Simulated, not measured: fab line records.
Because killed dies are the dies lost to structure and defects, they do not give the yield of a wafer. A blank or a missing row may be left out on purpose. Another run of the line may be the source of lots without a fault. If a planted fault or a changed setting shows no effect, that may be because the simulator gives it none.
Which tool is to blame? / flow nand harc / 24 lots with 72 wafers sampled at 5 steps, on a route of 1302 steps

== WHAT THE GAUGES READ, wafer by wafer ==
NHARC_A_ONON_D2_INSPECT_32. Usual: raw defect count reads 416 (standard deviation 150).
lot=L074; measured=day 12 23:08; on=defect inspect-01; raw defect count=351 413 839; flag=
lot=L076; measured=day 13 18:44; on=defect inspect-01; raw defect count=410 813 441; flag=
lot=L075; measured=day 13 18:44; on=defect inspect-02; raw defect count=273 333 342; flag=
lot=L077; measured=day 14 13:03; on=defect inspect-02; raw defect count=370 345 410; flag=
lot=L078; measured=day 14 19:47; on=defect inspect-01; raw defect count=201 392 293; flag=
lot=L079; measured=day 14 19:43; on=defect inspect-02; raw defect count=483 380 239; flag=
lot=L080; measured=day 15 07:32; on=defect inspect-02; raw defect count=253 694 597; flag=
lot=L081; measured=day 16 09:30; on=defect inspect-01; raw defect count=530 386 374; flag=
lot=L082; measured=day 16 09:47; on=defect inspect-02; raw defect count=337 392 474; flag=
lot=L083; measured=day 17 01:21; on=defect inspect-02; raw defect count=533 951 549; flag=
lot=L084; measured=day 17 10:26; on=defect inspect-01; raw defect count=567 541 347; flag=
lot=L085; measured=day 17 10:26; on=defect inspect-02; raw defect count=310 449 283; flag=
lot=L086; measured=day 18 00:13; on=defect inspect-01; raw defect count=591 587 335; flag=
lot=L087; measured=day 18 00:14; on=defect inspect-02; raw defect count=539 609 230; flag=
lot=L088; measured=day 19 04:00; on=defect inspect-01; raw defect count=400 617 263; flag=
lot=L089; measured=day 19 03:59; on=defect inspect-02; raw defect count=343 470 407; flag=
lot=L090; measured=day 19 20:59; on=defect inspect-01; raw defect count=237 425 360; flag=
lot=L092; measured=day 20 10:17; on=defect inspect-02; raw defect count=1013 729 833; flag=
lot=L091; measured=day 20 10:16; on=defect inspect-01; raw defect count=525 250 281; flag=
lot=L094; measured=day 21 03:35; on=defect inspect-02; raw defect count=347 381 367; flag=
lot=L093; measured=day 21 03:34; on=defect inspect-01; raw defect count=250 337 275; flag=
lot=L095; measured=day 22 05:44; on=defect inspect-02; raw defect count=208 319 428; flag=
lot=L096; measured=day 22 05:40; on=defect inspect-01; raw defect count=326 441 411; flag=
lot=L097; measured=day 23 09:16; on=defect inspect-01; raw defect count=347 310 463; flag=

== WHAT TOOL EACH LOT RAN ON (gives the tool, then ch and the chambers of the sampled wafers, and finally the start) ==
lot=L074; NHARC_A_CHANNEL_HOLE_D1_ETCH_23=har etch-01 ch 0,1, day 8 20:37; NHARC_A_CHANNEL_FILL_D1_ETCHBACK_20=rie diel-11 ch 0,2,3, day 10 01:06; NHARC_A_CHANNEL_FILL_D1_STRIP_29=rie diel-02 ch 0,1,2, day 11 11:25 or earlier; NHARC_A_DECK1_JOINT_CMP_13=cmp-04 ch 1,2,3, day 11 11:25
lot=L076; NHARC_A_CHANNEL_HOLE_D1_ETCH_23=har etch-02 ch 0,1, day 9 09:45; NHARC_A_CHANNEL_FILL_D1_ETCHBACK_20=rie diel-02 ch 0,1,2, day 10 14:19; NHARC_A_CHANNEL_FILL_D1_STRIP_29=rie diel-02 ch 1,2,3, day 12 00:22 or earlier; NHARC_A_DECK1_JOINT_CMP_13=cmp-01 ch 0,1,2, day 12 00:22
lot=L075; NHARC_A_CHANNEL_HOLE_D1_ETCH_23=har etch-01 ch 0, day 9 10:19; NHARC_A_CHANNEL_FILL_D1_ETCHBACK_20=rie diel-11 ch 1,2,3, day 10 14:20; NHARC_A_CHANNEL_FILL_D1_STRIP_29=rie diel-11 ch 0,2,3, day 12 00:22 or earlier; NHARC_A_DECK1_JOINT_CMP_13=cmp-04 ch 0,1,3, day 12 00:22
lot=L077; NHARC_A_CHANNEL_HOLE_D1_ETCH_23=har etch-02 ch 0,1, day 10 01:50; NHARC_A_CHANNEL_FILL_D1_ETCHBACK_20=rie diel-09 ch 1,3, day 11 06:31; NHARC_A_CHANNEL_FILL_D1_STRIP_29=rie diel-09 ch 0,1,3, day 12 16:37 or earlier; NHARC_A_DECK1_JOINT_CMP_13=cmp-04 ch 0,1, day 12 16:37
lot=L078; NHARC_A_CHANNEL_HOLE_D1_ETCH_23=har etch-01 ch 0,1, day 10 09:49; NHARC_A_CHANNEL_FILL_D1_ETCHBACK_20=rie diel-11 ch 0,1,2, day 11 15:30; NHARC_A_CHANNEL_FILL_D1_STRIP_29=rie diel-11 ch 0,1,2, day 13 05:22 or earlier; NHARC_A_DECK1_JOINT_CMP_13=cmp-03 ch 0,2,3, day 13 05:22
lot=L079; NHARC_A_CHANNEL_HOLE_D1_ETCH_23=har etch-01 ch 0,1, day 10 16:12; NHARC_A_CHANNEL_FILL_D1_ETCHBACK_20=rie diel-02 ch 0,2,3, day 11 23:08; NHARC_A_CHANNEL_FILL_D1_STRIP_29=rie diel-02 ch 0,1,2, day 13 09:15 or earlier; NHARC_A_DECK1_JOINT_CMP_13=cmp-03 ch 0,1,3, day 13 09:15
lot=L080; NHARC_A_CHANNEL_HOLE_D1_ETCH_23=har etch-01 ch 0,1, day 11 00:39; NHARC_A_CHANNEL_FILL_D1_ETCHBACK_20=rie diel-11 ch 0,1,3, day 12 07:16; NHARC_A_CHANNEL_FILL_D1_STRIP_29=rie diel-02 ch 0,1,3, day 13 17:23 or earlier; NHARC_A_DECK1_JOINT_CMP_13=cmp-04 ch 0,1,2, day 13 17:23
lot=L081; NHARC_A_CHANNEL_HOLE_D1_ETCH_23=har etch-01 ch 0,1, day 11 21:23; NHARC_A_CHANNEL_FILL_D1_ETCHBACK_20=rie diel-11 ch 2,3, day 13 03:32; NHARC_A_CHANNEL_FILL_D1_STRIP_29=rie diel-02 ch 1,2,3, day 14 13:47 or earlier; NHARC_A_DECK1_JOINT_CMP_13=cmp-01 ch 1,2, day 14 13:47
lot=L082; NHARC_A_CHANNEL_HOLE_D1_ETCH_23=har etch-02 ch 0, day 12 04:25; NHARC_A_CHANNEL_FILL_D1_ETCHBACK_20=rie diel-11 ch 1,2, day 13 10:59; NHARC_A_CHANNEL_FILL_D1_STRIP_29=rie diel-09 ch 0,1, day 14 23:26 or earlier; NHARC_A_DECK1_JOINT_CMP_13=cmp-03 ch 2,3, day 14 23:26
lot=L083; NHARC_A_CHANNEL_HOLE_D1_ETCH_23=har etch-01 ch 0,1, day 12 17:11; NHARC_A_CHANNEL_FILL_D1_ETCHBACK_20=rie diel-11 ch 0,2, day 13 23:43; NHARC_A_CHANNEL_FILL_D1_STRIP_29=rie diel-02 ch 1,2,3, day 15 09:30 or earlier; NHARC_A_DECK1_JOINT_CMP_13=cmp-04 ch 1,2, day 15 09:30
lot=L084; NHARC_A_CHANNEL_HOLE_D1_ETCH_23=har etch-01 ch 0,1, day 12 22:17; NHARC_A_CHANNEL_FILL_D1_ETCHBACK_20=rie diel-11 ch 0,2,3, day 14 07:24; NHARC_A_CHANNEL_FILL_D1_STRIP_29=rie diel-02 ch 0,1, day 15 21:04 or earlier; NHARC_A_DECK1_JOINT_CMP_13=cmp-04 ch 1,2,3, day 15 21:04
lot=L085; NHARC_A_CHANNEL_HOLE_D1_ETCH_23=har etch-02 ch 0, day 13 01:01; NHARC_A_CHANNEL_FILL_D1_ETCHBACK_20=rie diel-11 ch 0,2,3, day 14 10:56; NHARC_A_CHANNEL_FILL_D1_STRIP_29=rie diel-11 ch 0,1,2, day 15 21:02 or earlier; NHARC_A_DECK1_JOINT_CMP_13=cmp-01 ch 1,2, day 15 21:02
lot=L086; NHARC_A_CHANNEL_HOLE_D1_ETCH_23=har etch-01 ch 0,1, day 13 19:53; NHARC_A_CHANNEL_FILL_D1_ETCHBACK_20=rie diel-09 ch 0,1,2, day 15 01:01; NHARC_A_CHANNEL_FILL_D1_STRIP_29=rie diel-11 ch 1,2,3, day 16 11:01 or earlier; NHARC_A_DECK1_JOINT_CMP_13=cmp-01 ch 0,2,3, day 16 11:01
lot=L087; NHARC_A_CHANNEL_HOLE_D1_ETCH_23=har etch-01 ch 0,1, day 14 00:03; NHARC_A_CHANNEL_FILL_D1_ETCHBACK_20=rie diel-11 ch 1,2,3, day 15 04:56; NHARC_A_CHANNEL_FILL_D1_STRIP_29=rie diel-02 ch 0,1,2, day 16 15:07 or earlier; NHARC_A_DECK1_JOINT_CMP_13=cmp-03 ch 1,2,3, day 16 15:07
lot=L088; NHARC_A_CHANNEL_HOLE_D1_ETCH_23=har etch-02 ch 0,1, day 14 19:43; NHARC_A_CHANNEL_FILL_D1_ETCHBACK_20=rie diel-02 ch 1,2, day 16 00:59; NHARC_A_CHANNEL_FILL_D1_STRIP_29=rie diel-11 ch 0,1,3, day 17 12:46 or earlier; NHARC_A_DECK1_JOINT_CMP_13=cmp-03 ch 1,2,3, day 17 12:46
lot=L089; NHARC_A_CHANNEL_HOLE_D1_ETCH_23=har etch-01 ch 0,1, day 14 23:03; NHARC_A_CHANNEL_FILL_D1_ETCHBACK_20=rie diel-02 ch 0,1,3, day 16 03:55; NHARC_A_CHANNEL_FILL_D1_STRIP_29=rie diel-09 ch 0,1,2, day 17 12:51 or earlier; NHARC_A_DECK1_JOINT_CMP_13=cmp-01 ch 0,1,3, day 17 12:51
lot=L090; NHARC_A_CHANNEL_HOLE_D1_ETCH_23=har etch-02 ch 0,1, day 15 11:17; NHARC_A_CHANNEL_FILL_D1_ETCHBACK_20=rie diel-02 ch 1,2, day 16 16:10; NHARC_A_CHANNEL_FILL_D1_STRIP_29=rie diel-09 ch 0,1,2, day 18 02:24 or earlier; NHARC_A_DECK1_JOINT_CMP_13=cmp-04 ch 0,1, day 18 02:24
lot=L092; NHARC_A_CHANNEL_HOLE_D1_ETCH_23=har etch-02 ch 0,1, day 16 02:19; NHARC_A_CHANNEL_FILL_D1_ETCHBACK_20=rie diel-11 ch 0,2,3, day 17 07:08; NHARC_A_CHANNEL_FILL_D1_STRIP_29=rie diel-11 ch 0,1,2, day 18 18:40 or earlier; NHARC_A_DECK1_JOINT_CMP_13=cmp-03 ch 0,2,3, day 18 18:40
lot=L091; NHARC_A_CHANNEL_HOLE_D1_ETCH_23=har etch-01 ch 0,1, day 16 02:22; NHARC_A_CHANNEL_FILL_D1_ETCHBACK_20=rie diel-09 ch 0,1,3, day 17 07:08; NHARC_A_CHANNEL_FILL_D1_STRIP_29=rie diel-09 ch 0,2,3, day 18 18:41 or earlier; NHARC_A_DECK1_JOINT_CMP_13=cmp-04 ch 1,2, day 18 18:41
lot=L094; NHARC_A_CHANNEL_HOLE_D1_ETCH_23=har etch-01 ch 1, day 17 00:14; NHARC_A_CHANNEL_FILL_D1_ETCHBACK_20=rie diel-02 ch 1,3, day 18 04:46; NHARC_A_CHANNEL_FILL_D1_STRIP_29=rie diel-11 ch 0,1,2, day 19 15:41 or earlier; NHARC_A_DECK1_JOINT_CMP_13=cmp-01 ch 1,2,3, day 19 15:41
lot=L093; NHARC_A_CHANNEL_HOLE_D1_ETCH_23=har etch-01 ch 0,1, day 17 04:16; NHARC_A_CHANNEL_FILL_D1_ETCHBACK_20=rie diel-11 ch 0,1, day 18 09:49; NHARC_A_CHANNEL_FILL_D1_STRIP_29=rie diel-02 ch 1,2,3, day 19 19:38 or earlier; NHARC_A_DECK1_JOINT_CMP_13=cmp-03 ch 0,1, day 19 19:38
lot=L095; NHARC_A_CHANNEL_HOLE_D1_ETCH_23=har etch-02 ch 0,1, day 17 14:01; NHARC_A_CHANNEL_FILL_D1_ETCHBACK_20=rie diel-02 ch 2,3, day 18 21:14; NHARC_A_CHANNEL_FILL_D1_STRIP_29=rie diel-11 ch 0,1,3, day 19 14:57; NHARC_A_DECK1_JOINT_CMP_13=cmp-03 ch 1,3, day 20 07:26
lot=L096; NHARC_A_CHANNEL_HOLE_D1_ETCH_23=har etch-01 ch 0,1, day 17 21:08; NHARC_A_CHANNEL_FILL_D1_ETCHBACK_20=rie diel-09 ch 1,2,3, day 19 01:40; NHARC_A_CHANNEL_FILL_D1_STRIP_29=rie diel-09 ch 1,2,3, day 20 14:41 or earlier; NHARC_A_DECK1_JOINT_CMP_13=cmp-01 ch 1,2,3, day 20 14:41
lot=L097; NHARC_A_CHANNEL_HOLE_D1_ETCH_23=har etch-02 ch 0, day 18 10:00; NHARC_A_CHANNEL_FILL_D1_ETCHBACK_20=rie diel-11 ch 0,1,3, day 19 16:22; NHARC_A_CHANNEL_FILL_D1_STRIP_29=rie diel-02 ch 1,3, day 21 06:31 or earlier; NHARC_A_DECK1_JOINT_CMP_13=cmp-01 ch 1,2,3, day 21 06:31
- NHARC_A_CHANNEL_HOLE_D1_ETCH_23: etches the open film in C4F8/O2/Ar, time 819 s, target depth 1600 nm.
- NHARC_A_CHANNEL_FILL_D1_ETCHBACK_20: etches the open film in C4F8/O2/Ar, target depth 27 nm, time 13.5 s.
- NHARC_A_CHANNEL_FILL_D1_STRIP_29: strips in O2, time 20 s.
- NHARC_A_DECK1_JOINT_CMP_13: polishes, target thk 51.023 nm.

== AS READ BY THE TOOLS THEMSELVES (means over the sampled wafers that have a number; for cases with no such wafer, the mark the record gives instead) ==
NHARC_A_CHANNEL_HOLE_D1_ETCH_23. Usual: drypump motor current A 5.2 A, standard deviation 0.53; showerhead plenum p Torr 3.69 Torr, standard deviation 0.036; throttle valve pct 32.154 %, standard deviation 0.0079.
lot=L074; tool=har etch-01; drypump motor current A (A)=5.1; showerhead plenum p Torr (Torr)=3.73; throttle valve pct (%)=32.144; flag=
lot=L076; tool=har etch-02; drypump motor current A (A)=4.8; showerhead plenum p Torr (Torr)=3.71; throttle valve pct (%)=32.158; flag=
lot=L075; tool=har etch-01; drypump motor current A (A)=5.9; showerhead plenum p Torr (Torr)=3.73; throttle valve pct (%)=32.163; flag=
lot=L077; tool=har etch-02; drypump motor current A (A)=5.0; showerhead plenum p Torr (Torr)=3.73; throttle valve pct (%)=32.150; flag=
lot=L078; tool=har etch-01; drypump motor current A (A)=5.1; showerhead plenum p Torr (Torr)=3.72; throttle valve pct (%)=32.149; flag=
lot=L079; tool=har etch-01; drypump motor current A (A)=5.6; showerhead plenum p Torr (Torr)=3.72; throttle valve pct (%)=32.157; flag=
lot=L080; tool=har etch-01; drypump motor current A (A)=5.5; showerhead plenum p Torr (Torr)=3.72; throttle valve pct (%)=32.154; flag=
lot=L081; tool=har etch-01; drypump motor current A (A)=5.1; showerhead plenum p Torr (Torr)=3.71; throttle valve pct (%)=32.150; flag=
lot=L082; tool=har etch-02; drypump motor current A (A)=4.7; showerhead plenum p Torr (Torr)=3.66; throttle valve pct (%)=32.151; flag=
lot=L083; tool=har etch-01; drypump motor current A (A)=5.5; showerhead plenum p Torr (Torr)=3.70; throttle valve pct (%)=32.159; flag=
lot=L084; tool=har etch-01; drypump motor current A (A)=5.5; showerhead plenum p Torr (Torr)=3.70; throttle valve pct (%)=32.156; flag=
lot=L085; tool=har etch-02; drypump motor current A (A)=4.7; showerhead plenum p Torr (Torr)=3.65; throttle valve pct (%)=32.153; flag=
lot=L086; tool=har etch-01; drypump motor current A (A)=5.5; showerhead plenum p Torr (Torr)=3.69; throttle valve pct (%)=32.149; flag=
lot=L087; tool=har etch-01; drypump motor current A (A)=5.5; showerhead plenum p Torr (Torr)=3.69; throttle valve pct (%)=32.160; flag=
lot=L088; tool=har etch-02; drypump motor current A (A)=4.8; showerhead plenum p Torr (Torr)=3.66; throttle valve pct (%)=32.150; flag=
lot=L089; tool=har etch-01; drypump motor current A (A)=5.5; showerhead plenum p Torr (Torr)=3.69; throttle valve pct (%)=32.154; flag=
lot=L090; tool=har etch-02; drypump motor current A (A)=5.0; showerhead plenum p Torr (Torr)=3.69; throttle valve pct (%)=32.152; flag=
lot=L092; tool=har etch-02; drypump motor current A (A)=5.0; showerhead plenum p Torr (Torr)=3.69; throttle valve pct (%)=32.153; flag=
lot=L091; tool=har etch-01; drypump motor current A (A)=5.1; showerhead plenum p Torr (Torr)=3.68; throttle valve pct (%)=32.148; flag=
lot=L094; tool=har etch-01; drypump motor current A (A)=4.7; showerhead plenum p Torr (Torr)=3.67; throttle valve pct (%)=32.152; flag=
lot=L093; tool=har etch-01; drypump motor current A (A)=5.1; showerhead plenum p Torr (Torr)=3.67; throttle valve pct (%)=32.156; flag=
lot=L095; tool=har etch-02; drypump motor current A (A)=4.8; showerhead plenum p Torr (Torr)=3.65; throttle valve pct (%)=32.159; flag=
lot=L096; tool=har etch-01; drypump motor current A (A)=5.1; showerhead plenum p Torr (Torr)=3.66; throttle valve pct (%)=32.161; flag=
lot=L097; tool=har etch-02; drypump motor current A (A)=4.7; showerhead plenum p Torr (Torr)=3.61; throttle valve pct (%)=32.156; flag=

NHARC_A_CHANNEL_FILL_D1_ETCHBACK_20. Usual: oes product au 0.97 a.u., standard deviation 0.036; rf vpp V 978 V, standard deviation 4.1.
lot=L074; tool=rie diel-11; oes product au (a.u.)=0.93; rf vpp V (V)=979; flag=
lot=L076; tool=rie diel-02; oes product au (a.u.)=1.00; rf vpp V (V)=976; flag=
lot=L075; tool=rie diel-11; oes product au (a.u.)=0.91; rf vpp V (V)=977; flag=
lot=L077; tool=rie diel-09; oes product au (a.u.)=0.93; rf vpp V (V)=977; flag=
lot=L078; tool=rie diel-11; oes product au (a.u.)=1.00; rf vpp V (V)=978; flag=
lot=L079; tool=rie diel-02; oes product au (a.u.)=1.01; rf vpp V (V)=981; flag=
lot=L080; tool=rie diel-11; oes product au (a.u.)=1.00; rf vpp V (V)=977; flag=
lot=L081; tool=rie diel-11; oes product au (a.u.)=0.97; rf vpp V (V)=976; flag=
lot=L082; tool=rie diel-11; oes product au (a.u.)=0.99; rf vpp V (V)=979; flag=
lot=L083; tool=rie diel-11; oes product au (a.u.)=1.00; rf vpp V (V)=979; flag=
lot=L084; tool=rie diel-11; oes product au (a.u.)=0.99; rf vpp V (V)=978; flag=
lot=L085; tool=rie diel-11; oes product au (a.u.)=0.98; rf vpp V (V)=978; flag=
lot=L086; tool=rie diel-09; oes product au (a.u.)=1.00; rf vpp V (V)=978; flag=
lot=L087; tool=rie diel-11; oes product au (a.u.)=0.95; rf vpp V (V)=976; flag=
lot=L088; tool=rie diel-02; oes product au (a.u.)=0.94; rf vpp V (V)=979; flag=
lot=L089; tool=rie diel-02; oes product au (a.u.)=0.93; rf vpp V (V)=977; flag=
lot=L090; tool=rie diel-02; oes product au (a.u.)=0.96; rf vpp V (V)=975; flag=
lot=L092; tool=rie diel-11; oes product au (a.u.)=0.91; rf vpp V (V)=978; flag=
lot=L091; tool=rie diel-09; oes product au (a.u.)=0.99; rf vpp V (V)=978; flag=
lot=L094; tool=rie diel-02; oes product au (a.u.)=1.00; rf vpp V (V)=980; flag=
lot=L093; tool=rie diel-11; oes product au (a.u.)=0.95; rf vpp V (V)=978; flag=
lot=L095; tool=rie diel-02; oes product au (a.u.)=0.95; rf vpp V (V)=984; flag=
lot=L096; tool=rie diel-09; oes product au (a.u.)=0.93; rf vpp V (V)=976; flag=
lot=L097; tool=rie diel-11; oes product au (a.u.)=1.01; rf vpp V (V)=977; flag=

NHARC_A_CHANNEL_FILL_D1_STRIP_29. Usual: drypump motor current A 5.6 A, standard deviation 0.39; oes product au 1.002 a.u., standard deviation 0.014; rf vpp V 57.8 V, standard deviation 0.81; showerhead plenum p Torr 3.51 Torr, standard deviation 0.11; throttle valve pct 17.037 %, standard deviation 0.0089.
lot=L074; tool=rie diel-02; drypump motor current A (A)=5.6; oes product au (a.u.)=1.011; rf vpp V (V)=57.8; showerhead plenum p Torr (Torr)=3.48; throttle valve pct (%)=17.033; flag=
lot=L076; tool=rie diel-02; drypump motor current A (A)=5.8; oes product au (a.u.)=1.013; rf vpp V (V)=57.3; showerhead plenum p Torr (Torr)=3.57; throttle valve pct (%)=17.040; flag=
lot=L075; tool=rie diel-11; drypump motor current A (A)=5.5; oes product au (a.u.)=0.997; rf vpp V (V)=57.8; showerhead plenum p Torr (Torr)=3.52; throttle valve pct (%)=17.037; flag=
lot=L077; tool=rie diel-09; drypump motor current A (A)=5.4; oes product au (a.u.)=1.006; rf vpp V (V)=57.9; showerhead plenum p Torr (Torr)=3.53; throttle valve pct (%)=17.043; flag=
lot=L078; tool=rie diel-11; drypump motor current A (A)=5.7; oes product au (a.u.)=1.001; rf vpp V (V)=57.8; showerhead plenum p Torr (Torr)=3.53; throttle valve pct (%)=17.038; flag=
lot=L079; tool=rie diel-02; drypump motor current A (A)=5.6; oes product au (a.u.)=1.005; rf vpp V (V)=57.9; showerhead plenum p Torr (Torr)=3.48; throttle valve pct (%)=17.030; flag=
lot=L080; tool=rie diel-02; drypump motor current A (A)=5.7; oes product au (a.u.)=1.002; rf vpp V (V)=58.2; showerhead plenum p Torr (Torr)=3.49; throttle valve pct (%)=17.039; flag=
lot=L081; tool=rie diel-02; drypump motor current A (A)=5.8; oes product au (a.u.)=1.015; rf vpp V (V)=58.1; showerhead plenum p Torr (Torr)=3.57; throttle valve pct (%)=17.032; flag=
lot=L082; tool=rie diel-09; drypump motor current A (A)=5.1; oes product au (a.u.)=0.995; rf vpp V (V)=56.8; showerhead plenum p Torr (Torr)=3.57; throttle valve pct (%)=17.029; flag=
lot=L083; tool=rie diel-02; drypump motor current A (A)=5.8; oes product au (a.u.)=1.010; rf vpp V (V)=57.8; showerhead plenum p Torr (Torr)=3.56; throttle valve pct (%)=17.035; flag=
lot=L084; tool=rie diel-02; drypump motor current A (A)=5.4; oes product au (a.u.)=0.996; rf vpp V (V)=57.1; showerhead plenum p Torr (Torr)=3.39; throttle valve pct (%)=17.033; flag=
lot=L085; tool=rie diel-11; drypump motor current A (A)=5.7; oes product au (a.u.)=0.992; rf vpp V (V)=57.4; showerhead plenum p Torr (Torr)=3.53; throttle valve pct (%)=17.036; flag=
lot=L086; tool=rie diel-11; drypump motor current A (A)=5.6; oes product au (a.u.)=0.986; rf vpp V (V)=58.2; showerhead plenum p Torr (Torr)=3.49; throttle valve pct (%)=17.041; flag=
lot=L087; tool=rie diel-02; drypump motor current A (A)=5.6; oes product au (a.u.)=1.006; rf vpp V (V)=57.5; showerhead plenum p Torr (Torr)=3.47; throttle valve pct (%)=17.027; flag=
lot=L088; tool=rie diel-11; drypump motor current A (A)=5.7; oes product au (a.u.)=0.994; rf vpp V (V)=56.7; showerhead plenum p Torr (Torr)=3.49; throttle valve pct (%)=17.038; flag=
lot=L089; tool=rie diel-09; drypump motor current A (A)=5.4; oes product au (a.u.)=0.993; rf vpp V (V)=57.5; showerhead plenum p Torr (Torr)=3.50; throttle valve pct (%)=17.042; flag=
lot=L090; tool=rie diel-09; drypump motor current A (A)=5.4; oes product au (a.u.)=0.994; rf vpp V (V)=57.6; showerhead plenum p Torr (Torr)=3.50; throttle valve pct (%)=17.038; flag=
lot=L092; tool=rie diel-11; drypump motor current A (A)=5.7; oes product au (a.u.)=1.005; rf vpp V (V)=58.3; showerhead plenum p Torr (Torr)=3.53; throttle valve pct (%)=17.031; flag=
lot=L091; tool=rie diel-09; drypump motor current A (A)=5.6; oes product au (a.u.)=1.006; rf vpp V (V)=58.3; showerhead plenum p Torr (Torr)=3.46; throttle valve pct (%)=17.034; flag=
lot=L094; tool=rie diel-11; drypump motor current A (A)=5.7; oes product au (a.u.)=1.007; rf vpp V (V)=58.0; showerhead plenum p Torr (Torr)=3.53; throttle valve pct (%)=17.039; flag=
lot=L093; tool=rie diel-02; drypump motor current A (A)=5.8; oes product au (a.u.)=0.997; rf vpp V (V)=58.4; showerhead plenum p Torr (Torr)=3.56; throttle valve pct (%)=17.040; flag=
lot=L095; tool=rie diel-11; drypump motor current A (A)=5.7; oes product au (a.u.)=1.010; rf vpp V (V)=58.0; showerhead plenum p Torr (Torr)=3.49; throttle valve pct (%)=17.030; flag=
lot=L096; tool=rie diel-09; drypump motor current A (A)=5.2; oes product au (a.u.)=1.007; rf vpp V (V)=57.9; showerhead plenum p Torr (Torr)=3.48; throttle valve pct (%)=17.039; flag=
lot=L097; tool=rie diel-02; drypump motor current A (A)=6.0; oes product au (a.u.)=1.005; rf vpp V (V)=57.0; showerhead plenum p Torr (Torr)=3.44; throttle valve pct (%)=17.041; flag=

NHARC_A_DECK1_JOINT_CMP_13. Usual: edge zone pressure frac 1.000, standard deviation 0.0046; motor current A 12.6 A, standard deviation 1.1; time to endpoint s 9.5 s, standard deviation 2.7.
lot=L074; tool=cmp-04; edge zone pressure frac=1.002; motor current A (A)=13.1; time to endpoint s (s)=11.1; flag=
lot=L076; tool=cmp-01; edge zone pressure frac=1.002; motor current A (A)=12.6; time to endpoint s (s)=8.7; flag=
lot=L075; tool=cmp-04; edge zone pressure frac=1.003; motor current A (A)=12.3; time to endpoint s (s)=9.0; flag=
lot=L077; tool=cmp-04; edge zone pressure frac=1.003; motor current A (A)=12.0; time to endpoint s (s)=6.4; flag=
lot=L078; tool=cmp-03; edge zone pressure frac=1.000; motor current A (A)=13.2; time to endpoint s (s)=8.7; flag=
lot=L079; tool=cmp-03; edge zone pressure frac=1.000; motor current A (A)=13.0; time to endpoint s (s)=11.7; flag=
lot=L080; tool=cmp-04; edge zone pressure frac=0.999; motor current A (A)=12.5; time to endpoint s (s)=6.0; flag=
lot=L081; tool=cmp-01; edge zone pressure frac=1.000; motor current A (A)=11.9; time to endpoint s (s)=10.7; flag=
lot=L082; tool=cmp-03; edge zone pressure frac=0.994; motor current A (A)=13.2; time to endpoint s (s)=8.4; flag=
lot=L083; tool=cmp-04; edge zone pressure frac=0.993; motor current A (A)=13.2; time to endpoint s (s)=9.9; flag=
lot=L084; tool=cmp-04; edge zone pressure frac=1.001; motor current A (A)=12.8; time to endpoint s (s)=9.6; flag=
lot=L085; tool=cmp-01; edge zone pressure frac=1.003; motor current A (A)=12.8; time to endpoint s (s)=8.8; flag=
lot=L086; tool=cmp-01; edge zone pressure frac=0.993; motor current A (A)=13.1; time to endpoint s (s)=7.7; flag=
lot=L087; tool=cmp-03; edge zone pressure frac=1.001; motor current A (A)=12.2; time to endpoint s (s)=10.9; flag=
lot=L088; tool=cmp-03; edge zone pressure frac=0.998; motor current A (A)=12.1; time to endpoint s (s)=11.9; flag=
lot=L089; tool=cmp-01; edge zone pressure frac=1.002; motor current A (A)=12.5; time to endpoint s (s)=8.8; flag=
lot=L090; tool=cmp-04; edge zone pressure frac=0.997; motor current A (A)=12.5; time to endpoint s (s)=4.1; flag=
lot=L092; tool=cmp-03; edge zone pressure frac=1.001; motor current A (A)=13.1; time to endpoint s (s)=9.8; flag=
lot=L091; tool=cmp-04; edge zone pressure frac=1.002; motor current A (A)=13.4; time to endpoint s (s)=10.6; flag=
lot=L094; tool=cmp-01; edge zone pressure frac=0.999; motor current A (A)=12.5; time to endpoint s (s)=11.7; flag=
lot=L093; tool=cmp-03; edge zone pressure frac=1.002; motor current A (A)=13.6; time to endpoint s (s)=11.4; flag=
lot=L095; tool=cmp-03; edge zone pressure frac=0.999; motor current A (A)=12.3; time to endpoint s (s)=9.4; flag=
lot=L096; tool=cmp-01; edge zone pressure frac=1.000; motor current A (A)=12.6; time to endpoint s (s)=11.5; flag=
lot=L097; tool=cmp-01; edge zone pressure frac=0.999; motor current A (A)=12.5; time to endpoint s (s)=10.4; flag=

== THE ANSWER, worked out from the rows above alone ==
Rule: lot off if the mean of its wafers having a number is beyond 3 standard deviations from the usual mean. Also off: a lot with no number at a reading for which 4 or more lots have one. Any other lot the step has rows for is counted as sound. The gauges are gone through in route order, then the tools' own readings, and for those a lot's mean is taken as printed above. At the first step where some lot is off, the reading lying furthest off is the one used; lots without a number count as furthest.
None of the lots is off at any reading shown; this tells nothing.

== WHAT WAS PUT IN BY THE SIMULATOR ==
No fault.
